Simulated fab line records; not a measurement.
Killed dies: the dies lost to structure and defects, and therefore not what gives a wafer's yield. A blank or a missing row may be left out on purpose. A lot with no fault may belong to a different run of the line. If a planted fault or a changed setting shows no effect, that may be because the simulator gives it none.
Matching of chambers / flow n5-finfet / N5_BEOL_M8_STRIP_67 on rie-diel-04: 4 sister chambers
The step strips in CF4. 4 wafers are shown with their chamber, then 7 later ones without.

== WAFERS WITH THEIR CHAMBER ==
wafer=L075.1; chamber=2; throttle-valve-pct (%)=14.06
wafer=L083.1; chamber=1; throttle-valve-pct (%)=13.50
wafer=L083.3; chamber=3; throttle-valve-pct (%)=13.63
wafer=L085.5; chamber=0; throttle-valve-pct (%)=13.61

== WAFERS WHOSE CHAMBER IS MISSING ==
wafer=L085.6; throttle-valve-pct (%)=13.66
wafer=L093.1; throttle-valve-pct (%)=13.64
wafer=L093.3; throttle-valve-pct (%)=13.53
wafer=L093.5; throttle-valve-pct (%)=13.52
wafer=L097.1; throttle-valve-pct (%)=13.66
wafer=L097.3; throttle-valve-pct (%)=13.14
wafer=L097.4; throttle-valve-pct (%)=13.60

== THE CHAMBER EACH PASSED THROUGH ==
wafer=L085.6; from the rows above=can't be placed: 3 or 0 or 1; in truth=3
wafer=L093.1; from the rows above=can't be placed: 3 or 0 or 1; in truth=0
wafer=L093.3; from the rows above=can't be placed: 1 or 0 or 3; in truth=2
wafer=L093.5; from the rows above=can't be placed: 1 or 0 or 3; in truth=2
wafer=L097.1; from the rows above=can't be placed: 3 or 0 or 1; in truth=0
wafer=L097.3; from the rows above=can't be placed: 1 or 0 or 3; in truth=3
wafer=L097.4; from the rows above=can't be placed: 0 or 3 or 1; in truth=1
Placed correctly: 0 of 7. Unplaceable from these rows: 7, with the true chamber sitting among the candidates in 5. Placed wrongly: 0.
How it was worked out, from the rows above alone: a wafer's distance from a chamber is the root of the sum, over the readings, of the square of ((its reading less the chamber's mean) divided by the reading's scatter). The wafer belongs to the nearest chamber; if the next one is less than 2 further off, it can't be placed. The mean given for a chamber averages the wafers shown for that chamber. The scatter: root of mean squared gap, hidden wafer to nearest shown wafer, with one shown wafer a chamber.
